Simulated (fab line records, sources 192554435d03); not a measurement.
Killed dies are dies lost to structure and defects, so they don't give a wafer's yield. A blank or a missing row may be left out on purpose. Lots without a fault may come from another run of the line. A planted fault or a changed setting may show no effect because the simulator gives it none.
Chamber matching | flow n5_finfet | N5_BEOL_M0_SAQP_CUT_ETCH_46 on rie_diel-05: 4 sister chambers
The step etches SOC in N2/H2, target depth 135 nm, overetch 27 nm, time 202.5 s. 8 wafers are shown with their chamber, then 10 later ones without.

WAFERS WITH THEIR CHAMBER
wafer  | chamber | drypump_motor_current_A (A) | showerhead_plenum_p_Torr (Torr)
L077.2 | 2       | 5.3                         | 2.66
L078.1 | 1       | 6.4                         | 2.63
L088.1 | 1       | 6.3                         | 2.62
L089.2 | 3       | 6.2                         | 2.43
L089.3 | 0       | 6.1                         | 2.56
L089.5 | 3       | 6.2                         | 2.43
L091.3 | 2       | 5.3                         | 2.65
L091.4 | 0       | 6.1                         | 2.56

WAFERS WITHOUT THEIR CHAMBER
wafer  | drypump_motor_current_A (A) | showerhead_plenum_p_Torr (Torr)
L091.6 | 6.4                         | 2.62
L092.1 | 6.1                         | 2.43
L092.2 | 6.1                         | 2.56
L092.5 | 6.1                         | 2.56
L096.1 | 5.3                         | 2.64
L096.2 | 6.3                         | 2.62
L096.6 | 6.1                         | 2.56
L097.1 | 6.1                         | 2.43
L097.3 | 6.3                         | 2.62
L097.5 | 6.2                         | 2.43

WHICH CHAMBER EACH WENT THROUGH
wafer  | from the rows above | in truth
L091.6 | 1                   | 1
L092.1 | 3                   | 3
L092.2 | 0                   | 0
L092.5 | 0                   | 0
L096.1 | 2                   | 2
L096.2 | 1                   | 1
L096.6 | 0                   | 0
L097.1 | 3                   | 3
L097.3 | 1                   | 1
L097.5 | 3                   | 3
Placed correctly: 10 of 10. Can't be placed from these rows: 0. Placed wrongly: 0.
How it was worked out, from the rows above alone: a wafer's distance from a chamber is the root of the sum, over the readings, of the square of ((its reading less the chamber's mean) divided by the reading's scatter). The wafer belongs to the nearest chamber; if the next one is less than 2 further off, it can't be placed. A chamber's mean is the mean of its shown wafers. The scatter: the root of (the sum of the squares of (reading less its chamber's mean) over the shown wafers, divided by (wafers less chambers)).
